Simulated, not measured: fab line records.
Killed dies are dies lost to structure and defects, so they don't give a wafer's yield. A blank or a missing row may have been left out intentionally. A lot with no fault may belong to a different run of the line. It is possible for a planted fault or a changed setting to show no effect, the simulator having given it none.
Which tool was responsible? :: flow n5Finfet :: 24 lots with 72 wafers sampled at 4 steps, on a route of 1938 steps

== WHAT EACH GAUGE READ, for each wafer ==
N5_BEOL_M7_INSPECT_13: inspects for defects (brightfield).
lot: L075
measured: day 8 17:55
on: defectInspect-02
rawDefectCount: 392 327 261

lot: L074
measured: day 9 09:13
on: defectInspect-02
rawDefectCount: 326 345 332

lot: L076
measured: day 9 11:29
on: defectInspect-01
rawDefectCount: 365 325 387

lot: L077
measured: day 9 11:46
on: defectInspect-02
rawDefectCount: 359 295 441

lot: L078
measured: day 9 23:16
on: defectInspect-01
rawDefectCount: 271 276 328

lot: L079
measured: day 10 00:56
on: defectInspect-01
rawDefectCount: 387 420 426

lot: L080
measured: day 10 10:23
on: defectInspect-01
rawDefectCount: 428 336 305

lot: L081
measured: day 10 13:55
on: defectInspect-01
rawDefectCount: 429 401 305

lot: L082
measured: day 10 14:20
on: defectInspect-02
rawDefectCount: 402 478 333

lot: L083
measured: day 10 20:05
on: defectInspect-01
rawDefectCount: 413 347 357

lot: L084
measured: day 11 09:46
on: defectInspect-02
rawDefectCount: 600 441 413

lot: L085
measured: day 11 15:46
on: defectInspect-02
rawDefectCount: 444 524 519

lot: L086
measured: day 12 00:29
on: defectInspect-01
rawDefectCount: 608 469 589

lot: L087
measured: day 12 21:35
on: defectInspect-01
rawDefectCount: 379 550 280

lot: L089
measured: day 13 01:25
on: defectInspect-01
rawDefectCount: 508 410 559

lot: L088
measured: day 13 01:40
on: defectInspect-01
rawDefectCount: 341 270 224

lot: L090
measured: day 13 07:08
on: defectInspect-02
rawDefectCount: 375 289 373

lot: L091
measured: day 13 10:00
on: defectInspect-01
rawDefectCount: 314 289 220

lot: L093
measured: day 13 20:05
on: defectInspect-02
rawDefectCount: 529 434 427

lot: L094
measured: day 14 00:19
on: defectInspect-01
rawDefectCount: 311 510 503

lot: L092
measured: day 14 00:33
on: defectInspect-02
rawDefectCount: 504 508 414

lot: L095
measured: day 14 08:13
on: defectInspect-02
rawDefectCount: 539 487 392

lot: L096
measured: day 14 17:11
on: defectInspect-02
rawDefectCount: 358 491 498

lot: L097
measured: day 14 19:56
on: defectInspect-02
rawDefectCount: 588 451 544

N5_BEOL_M7_INSPECT_58: inspects for defects (darkfield).
lot: L075
measured: day 9 00:30
on: defectInspect-01
rawDefectCount: 79 35 80

lot: L074
measured: day 9 15:25
on: defectInspect-02
rawDefectCount: 66 64 79

lot: L076
measured: day 9 16:13
on: defectInspect-02
rawDefectCount: 47 94 98

lot: L077
measured: day 9 16:12
on: defectInspect-02
rawDefectCount: 106 135 58

lot: L078
measured: day 10 07:19
on: defectInspect-02
rawDefectCount: 75 53 99

lot: L079
measured: day 10 07:03
on: defectInspect-01
rawDefectCount: 153 84 98

lot: L080
measured: day 10 14:34
on: defectInspect-01
rawDefectCount: 76 103 143

lot: L081
measured: day 10 18:02
on: defectInspect-02
rawDefectCount: 100 94 89

lot: L082
measured: day 10 20:46
on: defectInspect-01
rawDefectCount: 76 40 68

lot: L083
measured: day 11 01:49
on: defectInspect-02
rawDefectCount: 63 68 74

lot: L084
measured: day 11 17:01
on: defectInspect-02
rawDefectCount: 118 127 165

lot: L085
measured: day 11 21:24
on: defectInspect-01
rawDefectCount: 74 73 70

lot: L086
measured: day 12 06:46
on: defectInspect-01
rawDefectCount: 54 46 63

lot: L087
measured: day 13 03:26
on: defectInspect-01
rawDefectCount: 56 50 75

lot: L089
measured: day 13 05:21
on: defectInspect-01
rawDefectCount: 30 61 61

lot: L088
measured: day 13 07:34
on: defectInspect-02
rawDefectCount: 67 50 48

lot: L090
measured: day 13 12:33
on: defectInspect-01
rawDefectCount: 111 101 53

lot: L091
measured: day 13 14:59
on: defectInspect-01
rawDefectCount: 89 72 59

lot: L093
measured: day 14 00:52
on: defectInspect-02
rawDefectCount: 121 106 93

lot: L094
measured: day 14 05:21
on: defectInspect-01
rawDefectCount: 56 45 52

lot: L092
measured: day 14 05:54
on: defectInspect-01
rawDefectCount: 53 44 44

lot: L095
measured: day 14 14:50
on: defectInspect-02
rawDefectCount: 108 136 74

lot: L096
measured: day 14 22:08
on: defectInspect-01
rawDefectCount: 77 70 101

lot: L097
measured: day 15 01:18
on: defectInspect-01
rawDefectCount: 61 47 46

N5_BEOL_M8_THK_MEAS_01.
lot: L075
measured: day 9 01:07
on: filmMetro-02
M8_ILD_THK (nm): 152.1 154.1 156.0

lot: L074
measured: day 9 16:04
on: filmMetro-02
M8_ILD_THK (nm): 154.1 156.4 156.6

lot: L076
measured: day 9 16:49
on: filmMetro-02
M8_ILD_THK (nm): 154.0 155.3 159.4

lot: L077
measured: day 9 17:01
on: filmMetro-01
M8_ILD_THK (nm): 152.8 150.9 154.7

lot: L078
measured: day 10 07:58
on: filmMetro-01
M8_ILD_THK (nm): 156.5 158.4 156.1

lot: L079
measured: day 10 07:40
on: filmMetro-02
M8_ILD_THK (nm): 156.8 157.3 158.2

lot: L080
measured: day 10 15:25
on: filmMetro-02
M8_ILD_THK (nm): 153.1 156.5 155.3

lot: L081
measured: day 10 18:39
on: filmMetro-01
M8_ILD_THK (nm): 155.2 158.2 158.7

lot: L082
measured: day 10 21:22
on: filmMetro-02
M8_ILD_THK (nm): 155.7 157.3 158.5

lot: L083
measured: day 11 02:26
on: filmMetro-02
M8_ILD_THK (nm): 153.3 157.3 159.3

lot: L084
measured: day 11 17:38
on: filmMetro-02
M8_ILD_THK (nm): 155.0 153.4 157.1

lot: L085
measured: day 11 22:30
on: filmMetro-02
M8_ILD_THK (nm): 151.4 153.7 155.2

lot: L086
measured: day 12 08:11
on: filmMetro-02
M8_ILD_THK (nm): 155.6 156.9 155.8

lot: L087
measured: day 13 04:14
on: filmMetro-01
M8_ILD_THK (nm): 154.1 157.3 155.3

lot: L089
measured: day 13 05:58
on: filmMetro-01
M8_ILD_THK (nm): 154.1 158.3 156.2

lot: L088
measured: day 13 08:11
on: filmMetro-01
M8_ILD_THK (nm): 155.0 158.0 153.0

lot: L090
measured: day 13 13:37
on: filmMetro-01
M8_ILD_THK (nm): 155.3 157.1 158.4

lot: L091
measured: day 13 15:36
on: filmMetro-01
M8_ILD_THK (nm): 155.7 155.8 158.2

lot: L093
measured: day 14 01:29
on: filmMetro-02
M8_ILD_THK (nm): 151.1 153.3 155.7

lot: L094
measured: day 14 06:00
on: filmMetro-01
M8_ILD_THK (nm): 152.7 156.1 156.1

lot: L092
measured: day 14 06:35
on: filmMetro-01
M8_ILD_THK (nm): 153.8 153.9 157.3

lot: L095
measured: day 14 15:26
on: filmMetro-01
M8_ILD_THK (nm): 153.0 154.1 155.8

lot: L096
measured: day 14 22:56
on: filmMetro-01
M8_ILD_THK (nm): 154.3 157.2 157.0

lot: L097
measured: day 15 01:56
on: filmMetro-01
M8_ILD_THK (nm): 155.3 153.1 158.0

== WHICH TOOL RAN EACH LOT (tool, then ch and the chambers of the sampled wafers, then the start) ==
lot: L075
N5_BEOL_M7_STRIP_19: rieDiel-03 ch 1,3, day 8 18:40

lot: L074
N5_BEOL_M7_STRIP_19: rieDiel-03 ch 1,2,3, day 9 09:38

lot: L076
N5_BEOL_M7_STRIP_19: rieDiel-03 ch 2,3, day 9 11:55

lot: L077
N5_BEOL_M7_STRIP_19: rieDiel-01 ch 1,2,3, day 9 12:19

lot: L078
N5_BEOL_M7_STRIP_19: rieDiel-04 ch 0,1, day 9 23:46

lot: L079
N5_BEOL_M7_STRIP_19: rieDiel-04 ch 0,1, day 10 01:21

lot: L080
N5_BEOL_M7_STRIP_19: rieDiel-01 ch 0,2, day 10 10:55

lot: L081
N5_BEOL_M7_STRIP_19: rieDiel-01 ch 0,1,2, day 10 14:37

lot: L082
N5_BEOL_M7_STRIP_19: rieDiel-01 ch 0,1, day 10 15:06

lot: L083
N5_BEOL_M7_STRIP_19: rieDiel-01 ch 1,2,3, day 10 20:31

lot: L084
N5_BEOL_M7_STRIP_19: rieDiel-04 ch 1,3, day 11 10:20

lot: L085
N5_BEOL_M7_STRIP_19: rieDiel-01 ch 0,1,2, day 11 16:14

lot: L086
N5_BEOL_M7_STRIP_19: rieDiel-03 ch 0,1, day 12 01:02

lot: L087
N5_BEOL_M7_STRIP_19: rieDiel-04 ch 0,1,2, day 12 22:01

lot: L089
N5_BEOL_M7_STRIP_19: rieDiel-01 ch 1,2,3, day 13 01:57

lot: L088
N5_BEOL_M7_STRIP_19: rieDiel-01 ch 0,2,3, day 13 02:05

lot: L090
N5_BEOL_M7_STRIP_19: rieDiel-04 ch 0,2,3, day 13 07:33

lot: L091
N5_BEOL_M7_STRIP_19: rieDiel-03 ch 0,1, day 13 10:28

lot: L093
N5_BEOL_M7_STRIP_19: rieDiel-03 ch 0,1, day 13 20:30

lot: L094
N5_BEOL_M7_STRIP_19: rieDiel-04 ch 0,1,3, day 14 00:52

lot: L092
N5_BEOL_M7_STRIP_19: rieDiel-04 ch 1,2, day 14 01:00

lot: L095
N5_BEOL_M7_STRIP_19: rieDiel-03 ch 0,2,3, day 14 08:38

lot: L096
N5_BEOL_M7_STRIP_19: rieDiel-03 ch 1,3, day 14 17:37

lot: L097
N5_BEOL_M7_STRIP_19: rieDiel-03 ch 0,2, day 14 20:21
- N5_BEOL_M7_STRIP_19: strips in O2.

== AS READ BY THE TOOLS THEMSELVES (means over the sampled wafers that have a number; for cases with no such wafer, the mark the record gives instead) ==
N5_BEOL_M7_STRIP_19.
lot: L075
tool: rieDiel-03
drypumpMotorCurrentA (A): 5.9
oesProductAu (a.u.): 0.68
rfVppV (V): 3.4
showerheadPlenumPTorr (Torr): 2.10
throttleValvePct (%): 16.94

lot: L074
tool: rieDiel-03
drypumpMotorCurrentA (A): 5.7
oesProductAu (a.u.): 0.77
rfVppV (V): 3.3
showerheadPlenumPTorr (Torr): 2.11
throttleValvePct (%): 16.72

lot: L076
tool: rieDiel-03
drypumpMotorCurrentA (A): 5.5
oesProductAu (a.u.): 0.76
rfVppV (V): 3.7
showerheadPlenumPTorr (Torr): 2.09
throttleValvePct (%): 16.64

lot: L077
tool: rieDiel-01
drypumpMotorCurrentA (A): 5.5
oesProductAu (a.u.): 0.79
rfVppV (V): 3.4
showerheadPlenumPTorr (Torr): 2.07
throttleValvePct (%): 16.48

lot: L078
tool: rieDiel-04
drypumpMotorCurrentA (A): 5.7
oesProductAu (a.u.): 0.73
rfVppV (V): 3.5
showerheadPlenumPTorr (Torr): 1.97
throttleValvePct (%): 16.64

lot: L079
tool: rieDiel-04
drypumpMotorCurrentA (A): 5.7
oesProductAu (a.u.): 0.73
rfVppV (V): 3.3
showerheadPlenumPTorr (Torr): 1.97
throttleValvePct (%): 16.65

lot: L080
tool: rieDiel-01
drypumpMotorCurrentA (A): 5.0
oesProductAu (a.u.): 0.86
rfVppV (V): 3.4
showerheadPlenumPTorr (Torr): 2.05
throttleValvePct (%): 16.42

lot: L081
tool: rieDiel-01
drypumpMotorCurrentA (A): 5.3
oesProductAu (a.u.): 0.83
rfVppV (V): 3.5
showerheadPlenumPTorr (Torr): 2.04
throttleValvePct (%): 16.43

lot: L082
tool: rieDiel-01
drypumpMotorCurrentA (A): 5.3
oesProductAu (a.u.): 0.87
rfVppV (V): 4.1
showerheadPlenumPTorr (Torr): 2.05
throttleValvePct (%): 16.33

lot: L083
tool: rieDiel-01
drypumpMotorCurrentA (A): 5.5
oesProductAu (a.u.): 0.78
rfVppV (V): 3.9
showerheadPlenumPTorr (Torr): 2.07
throttleValvePct (%): 16.51

lot: L084
tool: rieDiel-04
drypumpMotorCurrentA (A): 5.3
oesProductAu (a.u.): 0.70
rfVppV (V): 3.6
showerheadPlenumPTorr (Torr): 1.96
throttleValvePct (%): 16.59

lot: L085
tool: rieDiel-01
drypumpMotorCurrentA (A): 5.3
oesProductAu (a.u.): 0.82
rfVppV (V): 4.3
showerheadPlenumPTorr (Torr): 2.03
throttleValvePct (%): 16.46

lot: L086
tool: rieDiel-03
drypumpMotorCurrentA (A): 6.2
oesProductAu (a.u.): 0.94
rfVppV (V): 3.8
showerheadPlenumPTorr (Torr): 2.11
throttleValvePct (%): 16.48

lot: L087
tool: rieDiel-04
drypumpMotorCurrentA (A): 5.9
oesProductAu (a.u.): 0.84
rfVppV (V): 3.1
showerheadPlenumPTorr (Torr): 2.03
throttleValvePct (%): 16.43

lot: L089
tool: rieDiel-01
drypumpMotorCurrentA (A): 5.5
oesProductAu (a.u.): 0.76
rfVppV (V): 3.9
showerheadPlenumPTorr (Torr): 2.06
throttleValvePct (%): 16.53

lot: L088
tool: rieDiel-01
drypumpMotorCurrentA (A): 5.2
oesProductAu (a.u.): 0.79
rfVppV (V): 4.6
showerheadPlenumPTorr (Torr): 2.08
throttleValvePct (%): 16.52

lot: L090
tool: rieDiel-04
drypumpMotorCurrentA (A): 5.7
oesProductAu (a.u.): 0.81
rfVppV (V): 3.0
showerheadPlenumPTorr (Torr): 2.05
throttleValvePct (%): 16.46

lot: L091
tool: rieDiel-03
drypumpMotorCurrentA (A): 6.2
oesProductAu (a.u.): 0.91
rfVppV (V): 3.9
showerheadPlenumPTorr (Torr): 2.10
throttleValvePct (%): 16.50

lot: L093
tool: rieDiel-03
drypumpMotorCurrentA (A): 6.1
oesProductAu (a.u.): 0.92
rfVppV (V): 3.5
showerheadPlenumPTorr (Torr): 2.07
throttleValvePct (%): 16.28

lot: L094
tool: rieDiel-04
drypumpMotorCurrentA (A): 5.6
oesProductAu (a.u.): 0.77
rfVppV (V): 3.6
showerheadPlenumPTorr (Torr): 1.98
throttleValvePct (%): 16.58

lot: L092
tool: rieDiel-04
drypumpMotorCurrentA (A): 5.9
oesProductAu (a.u.): 0.76
rfVppV (V): 3.5
showerheadPlenumPTorr (Torr): 1.99
throttleValvePct (%): 16.45

lot: L095
tool: rieDiel-03
drypumpMotorCurrentA (A): 5.6
oesProductAu (a.u.): 0.91
rfVppV (V): 3.2
showerheadPlenumPTorr (Torr): 2.07
throttleValvePct (%): 16.27

lot: L096
tool: rieDiel-03
drypumpMotorCurrentA (A): 5.9
oesProductAu (a.u.): 0.91
rfVppV (V): 3.7
showerheadPlenumPTorr (Torr): 2.09
throttleValvePct (%): 16.56

lot: L097
tool: rieDiel-03
drypumpMotorCurrentA (A): 5.3
oesProductAu (a.u.): 0.88
rfVppV (V): 3.4
showerheadPlenumPTorr (Torr): 2.08
throttleValvePct (%): 16.21

== THE ANSWER, worked out from the rows above alone ==
Rule: the usual values come from the lots themselves. The widest of any qualifying gaps counts: lots, ordered by their means at a reading, are off when they make up no more than a third of the lots, leave a main group of 4 or more, and stand apart from it by 3 or more times the standard deviation of that group's means. If all means in a main group match to the digits the tables above print for the reading, that group is not used. A lot without any number at a reading at which 4 lots or more have one is off too. Any other lot the step has rows for is counted as sound. After the gauges, taken in route order, come the tools' own readings; for these a lot's mean is taken, as printed above. The first step at which some lot is off is used, and at that step the reading that is off furthest; a lot without a number counts as furthest.
No lot is off on any of the readings shown, so nothing can be concluded from this.

== WHAT THE SIMULATOR PUT IN ==
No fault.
